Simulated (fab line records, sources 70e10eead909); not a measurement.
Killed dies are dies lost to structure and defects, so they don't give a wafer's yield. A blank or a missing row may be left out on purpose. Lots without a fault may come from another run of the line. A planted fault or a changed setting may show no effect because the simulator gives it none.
fab line records | flow nand_harc
record lots=12 wafers=36 last_day=24
route steps=1159 shown P_GATE@215 P_M0@261
lots that met no fault: from a run of the same line without faults
start_h: hours from the record's first day to the start of the lot's first wafer shown | wait_h: hours since the lot's step before | " the same as in the row above | L1.1+2: a row that stands for several wafers | - no value, or no start given | * or withheld: withheld | < > ~ a bound
route shown NAME@n: a module of which the file shows steps, and the number in the route of the first | usual: mean/standard deviation of fault-free wafers | same: alike in all rows | chamber/n: place in a boat | sites: the reading at each site | _std_site: their standard deviation | _edge_site: outer sites' mean less inner sites' | radius_mm: how far each site lies from the wafer's centre | mask NAME#n: copy n | behind: the tool/chamber that last shaped the wafer | hold: why the lot was held/for how many hours/how that ended | device: the transistor (n, p or np) that didn't switch | end of line: the same wafers' tests at the end of the route | a step without rows: its recipe alone | killed: dies lost to structure and defects at the first sort, not the wafer's yield | map: a wafer's dies, x killed, . not, _ none there
set.NAME: the setting as run; set.NAME@STEP: as run at that earlier step | model.NAME: the simulator's own value behind a step, which no gauge read
steps of the route over a sample of lots; a table a step, a row a wafer
services: from which hour (start_h, from the record's first day; less than 0 if before it) a tool's chamber was out of use, for how many hours, and why
## steps
# step NHARC_P_GATE_RTA_82
# recipe temp_c=450 time_s=30
# usual lamp_power_pct=3.8/0.44 lamp_zone_7_pct=4.0/0.46 wafer_temp_C_max=452.2/0.61
# columns lot.wafer tool chamber start_h wait_h lamp_power_pct lamp_zone_7_pct wafer_temp_C_max
L417.1 rtp_anneal-02 0 104.65 - 4.4 4.6 451.5
L417.4 " 0 " " 4.4 4.6 451.6
L417.6 " 0 " " 4.4 4.6 451.0
L420.1 rtp_anneal-01 0 123.48 - 3.5 3.7 452.8
L420.2 " 0 " " 3.5 3.7 452.3
L420.6 " 0 " " 3.5 3.7 452.2
L419.1 rtp_anneal-01 0 124.21 - 3.5 3.7 452.3
L419.4 " 0 " " 3.5 3.7 452.7
L419.6 " 0 " " 3.5 3.7 453.1
L421.1 rtp_anneal-01 0 130.84 - 3.5 3.7 452.5
L421.2 " 0 " " 3.5 3.7 452.9
L421.3 " 0 " " 3.5 3.7 452.6
L422.2 rtp_anneal-01 0 137.22 - 3.5 3.7 452.7
L422.4 " 0 " " 3.5 3.7 452.7
L422.6 " 0 " " 3.5 3.7 452.5
L428.1 rtp_anneal-02 0 187.63 - 4.4 4.6 451.7
L428.3 " 0 " " 4.4 4.6 451.9
L428.5 " 0 " " 4.4 4.6 451.4
L431.1 rtp_anneal-02 0 193.96 - 4.4 4.6 453.0
L431.3 " 0 " " 4.4 4.6 452.2
L431.4 " 0 " " 4.4 4.6 452.1
L432.3 rtp_anneal-01 0 195.01 - 3.5 3.7 452.5
L432.4 " 0 " " 3.5 3.7 453.1
L432.5 " 0 " " 3.5 3.7 451.9
L434.1 rtp_anneal-02 0 209.73 - 4.4 4.6 451.4
L434.2 " 0 " " 4.4 4.6 450.6
L434.3 " 0 " " 4.4 4.6 451.2
L436.2 rtp_anneal-01 0 223.98 - 3.5 3.7 451.8
L436.4 " 0 " " 3.5 3.7 452.7
L436.6 " 0 " " 3.5 3.7 452.9
L439.1 rtp_anneal-01 0 240.25 - 3.5 3.7 452.3
L439.3 " 0 " " 3.5 3.7 452.4
L439.4 " 0 " " 3.5 3.7 452.2
L440.1 rtp_anneal-01 0 247.74 - 3.5 3.7 452.6
L440.4 " 0 " " 3.5 3.7 451.7
L440.5 " 0 " " 3.5 3.7 451.7
# step NHARC_P_M0_PEB_07
# recipe peb_temp_c=100 peb_time_s=65
# usual heater_power_total_W=156.6/0.41
# columns lot.wafer tool chamber start_h wait_h heater_power_total_W
L417.1 litho_track-04 0 121.18 0.1 156.6
L417.4 " 0 " " 156.0
L417.6 " 0 " " 157.2
L419.1 litho_track-04 0 133.88 0.1 157.2
L419.4 " 0 " " 156.4
L419.6 " 0 " " 157.2
L420.1 litho_track-06 0 134.03 0.1 157.1
L420.2 " 0 " " 155.9
L420.6 " 0 " " 156.2
L421.1 litho_track-06 0 136.85 0.1 156.9
L421.2 " 0 " " 156.0
L421.3 " 0 " " 156.7
L422.2 litho_track-01 0 144.18 0.1 156.6
L422.4 " 0 " " 156.6
L422.6 " 0 " " 156.1
L428.1 litho_track-06 0 193.72 0.1 157.1
L428.3 " 0 " " 158.9
L428.5 " 0 " " 159.9
L432.3 litho_track-04 0 203.06 0.0 156.6
L432.4 " 0 " " 156.8
L432.5 " 0 " " 156.0
L431.1 litho_track-06 0 203.69 0.1 156.9
L431.3 " 0 " " 159.2
L431.4 " 0 " " 156.4
L434.1 litho_track-04 0 216.97 0.1 156.3
L434.2 " 0 " " 156.8
L434.3 " 0 " " 156.5
L436.2 litho_track-04 0 233.02 0.1 156.8
L436.4 " 0 " " 157.2
L436.6 " 0 " " 156.9
L439.1 litho_track-01 0 246.34 0.1 156.8
L439.3 " 0 " " 156.3
L439.4 " 0 " " 156.8
L440.1 litho_track-04 0 255.07 0.1 157.0
L440.4 " 0 " " 156.5
L440.5 " 0 " " 157.0
# step NHARC_P_M0_CD_MEAS_09
# recipe target_cd_nm=90 landing_energy_ev=500
# usual cd_nm=89.7/0.51
# columns lot.wafer tool chamber start_h wait_h cd_nm
L417.1 cd_sem-02 0 121.26 - 89.8
L417.4 " 0 " " 91.0
L417.6 " 0 " " 90.4
L419.1 cd_sem-01 0 133.96 - 89.8
L419.4 " 0 " " 89.6
L419.6 " 0 " " 89.6
L420.1 cd_sem-01 0 134.11 - 89.4
L420.2 " 0 " " 89.0
L420.6 " 0 " " 89.8
L421.1 cd_sem-01 0 136.93 - 88.8
L421.2 " 0 " " 89.2
L421.3 " 0 " " 89.2
L422.2 cd_sem-01 0 144.26 - 89.8
L422.4 " 0 " " 89.7
L422.6 " 0 " " 89.0
L428.1 cd_sem-03 0 193.80 - 88.8
L428.3 " 0 " " 88.5
L428.5 " 0 " " 88.7
L432.3 cd_sem-01 0 203.14 - 90.3
L432.4 " 0 " " 91.1
L432.5 " 0 " " 90.7
L431.1 cd_sem-03 0 203.77 - 89.2
L431.3 " 0 " " 88.1
L431.4 " 0 " " 89.3
L434.1 cd_sem-02 0 217.05 - 90.0
L434.2 " 0 " " 90.1
L434.3 " 0 " " 90.2
L436.2 cd_sem-01 0 233.10 - 90.1
L436.4 " 0 " " 90.0
L436.6 " 0 " " 89.7
L439.1 cd_sem-02 0 246.43 - 90.8
L439.3 " 0 " " 90.2
L439.4 " 0 " " 90.4
L440.1 cd_sem-02 0 255.15 - 89.7
L440.4 " 0 " " 89.5
L440.5 " 0 " " 90.0
# step NHARC_P_M0_OVL_MEAS_10
# recipe pitch_nm=180
# usual overlay_x_nm=-0.1/0.69 overlay_y_nm=-0.1/0.8
# columns lot.wafer tool chamber start_h wait_h overlay_x_nm overlay_y_nm
L417.1 overlay-02 - 121.35 - 1.2 -0.5
L417.4 " - " " 1.3 -0.7
L417.6 " - " " 1.0 -0.5
L419.1 overlay-01 - 134.05 - -0.3 0.4
L419.4 " - " " -0.9 0.6
L419.6 " - " " -0.5 0.8
L420.1 overlay-01 - 134.20 - -0.3 0.9
L420.2 " - " " 0.4 0.7
L420.6 " - " " -0.1 0.5
L421.1 overlay-02 - 137.02 - -1.0 1.0
L421.2 " - " " -0.5 1.1
L421.3 " - " " -0.8 0.4
L422.2 overlay-02 - 144.35 - -1.0 0.0
L422.4 " - " " -1.5 -0.2
L422.6 " - " " -1.2 -0.5
L428.1 overlay-01 - 193.89 - 1.2 -0.2
L428.3 " - " " 1.5 -0.1
L428.5 " - " " 1.2 -0.3
L432.3 overlay-01 - 203.22 - 0.2 1.8
L432.4 " - " " -0.1 1.6
L432.5 " - " " 0.4 1.5
L431.1 overlay-01 - 203.86 - 0.9 0.4
L431.3 " - " " 0.3 0.5
L431.4 " - " " 0.5 0.5
L434.1 overlay-01 - 217.15 - 0.7 -0.7
L434.2 " - " " -0.1 -0.6
L434.3 " - " " -0.5 -0.9
L436.2 overlay-01 - 233.19 - -0.4 -0.7
L436.4 " - " " 0.1 -0.1
L436.6 " - " " -0.5 -1.2
L439.1 overlay-02 - 246.52 - -0.7 0.5
L439.3 " - " " -0.4 0.4
L439.4 " - " " -0.3 0.6
L440.1 overlay-01 - 255.24 - 0.7 -0.6
L440.4 " - " " 0.5 -0.9
L440.5 " - " " 0.6 -0.7
# step NHARC_P_M0_DEGAS_28
# recipe temp_c=250 time_s=60
# usual heater_power_w=338/41
# columns lot.wafer tool chamber start_h wait_h heater_power_w
L417.4 pvd_sputter-02 - 122.37 - 295
L417.1 " - " " 424
L417.6 " - " " 294
L419.1 pvd_sputter-01 - 135.07 - 293
L419.4 " - " " 372
L419.6 " - " " 286
L420.1 pvd_sputter-02 - 135.23 - 353
L420.2 " - " " 298
L420.6 " - " " 382
L421.2 pvd_sputter-01 - 138.05 - 314
L421.3 " - " " 305
L421.1 " - " " 294
L422.2 pvd_sputter-02 - 145.39 - 296
L422.4 " - " " 425
L422.6 " - " " 373
L428.3 pvd_sputter-02 - 194.93 - 387
L428.1 " - " " 296
L428.5 " - " " 417
L432.3 pvd_sputter-01 - 204.25 - 381
L432.4 " - " " 331
L432.5 " - " " 382
L431.4 pvd_sputter-01 - 204.88 - 332
L431.1 " - " " 284
L431.3 " - " " 381
L434.2 pvd_sputter-01 - 218.17 - 385
L434.3 " - " " 327
L434.1 " - " " 296
L436.4 pvd_sputter-02 - 234.21 - 414
L436.2 " - " " 296
L436.6 " - " " 411
L439.1 pvd_sputter-01 - 247.59 - 325
L439.4 " - " " 290
L439.3 " - " " 384
L440.4 pvd_sputter-01 - 256.27 - 330
L440.1 " - " " 292
L440.5 " - " " 387
## services
# columns tool chamber start_h hours kind
litho_track-01 - 93.00 7.0 pm
litho_track-06 - 117.00 7.0 pm
litho_track-04 - 141.00 7.0 pm
pvd_sputter-01 - 158.00 10.0 pm
pvd_sputter-01 - 179.54 2.9 repair
pvd_sputter-02 - 195.66 9.3 repair
pvd_sputter-02 - 214.04 10.0 pm
pvd_sputter-02 - 249.42 1.5 repair
## key
first_sign step=NHARC_P_M0_PEB_07 reading=heater_power_total_W direction=up sigmas=6.6 usual=* struck=*
effect step=NHARC_P_M0_CD_MEAS_09 reading=cd_nm direction=down sigmas=2.6 usual=89.7 struck=88.4
met_at NHARC_P_M0_PEB_07
struck_lots L428,L431
struck_wafers L428.3,L428.5,L431.3
not_acting_at NHARC_P_GATE_RTA_82,NHARC_P_M0_OVL_MEAS_10,NHARC_P_M0_DEGAS_28
onset_between 136.85 193.72
fault kind=process_parameter_drift tool=litho_track-06 chamber=- onset_h=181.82 steps=NHARC_P_M0_PEB_07 channel=peb_time_s offset=* shape=step end_h=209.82 scope=struck_wafers_only acts_in=* stated=*
